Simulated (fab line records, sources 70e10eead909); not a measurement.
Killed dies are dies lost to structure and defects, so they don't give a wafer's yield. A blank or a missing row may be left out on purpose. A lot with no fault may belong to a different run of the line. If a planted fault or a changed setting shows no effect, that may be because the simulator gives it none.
Chamber matching -- flow nand-harc -- pecvd-01 running NHARC_THIN_TSV_DEP_43: 3 sister chambers
The step deposits SiO2, target thk 1328.5 nm. 18 wafers are shown with their chamber, then 9 later ones without.

== WAFERS, EACH WITH ITS CHAMBER ==
wafer,chamber,throttle-valve-pct (%),chamber-pressure-Torr (Torr)
L074.2,1,16.4,6.502
L074.4,0,16.1,6.494
L074.5,2,15.4,6.491
L075.3,0,15.9,6.488
L075.4,2,15.4,6.510
L075.6,1,16.6,6.497
L077.1,1,16.4,6.509
L077.2,0,16.3,6.494
L077.4,1,16.8,6.492
L083.1,1,16.9,6.514
L083.3,2,15.3,6.486
L083.5,0,16.2,6.507
L084.1,0,16.2,6.497
L084.3,1,16.6,6.491
L084.6,0,16.0,6.499
L086.2,1,16.7,6.501
L086.4,0,16.1,6.483
L086.6,1,16.5,6.484

SIGNATURES (means of the wafers above)
reading,chamber 0,chamber 1,chamber 2,scatter within a chamber
throttle-valve-pct,16.114,16.613,15.367,0.151
chamber-pressure-Torr,6.49457,6.49875,6.49567,0.00951
Rule: a wafer's distance from a chamber is the root of the sum, over the readings, of the square of ((its reading less the chamber's mean) divided by the reading's scatter). The wafer belongs to the nearest chamber; if the next one is less than 2 further off, it can't be placed. The scatter: take each reading less its chamber's mean, square it, sum over the shown wafers, divide by the number of wafers less the number of chambers, and take the root.

== WAFERS WITHOUT THEIR CHAMBER ==
wafer,throttle-valve-pct (%),chamber-pressure-Torr (Torr)
L091.1,16.9,6.484
L091.2,15.7,6.480
L091.5,16.3,6.496
L094.1,17.0,6.484
L094.5,16.0,6.501
L094.6,15.6,6.508
L096.2,15.5,6.486
L096.4,15.6,6.493
L096.6,16.5,6.505

== WHICH CHAMBER EACH ONE RAN IN ==
wafer,from the rows above,in truth
L091.1,1,1
L091.2,can't be placed: 2 or 0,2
L091.5,can't be placed: 0 or 1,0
L094.1,1,1
L094.5,0,0
L094.6,can't be placed: 2 or 0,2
L096.2,2,2
L096.4,can't be placed: 2 or 0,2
L096.6,can't be placed: 1 or 0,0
Correctly placed: 4 of 9. Unplaceable from these rows: 5, with the true chamber sitting among the candidates in 5. 0 placed wrongly.
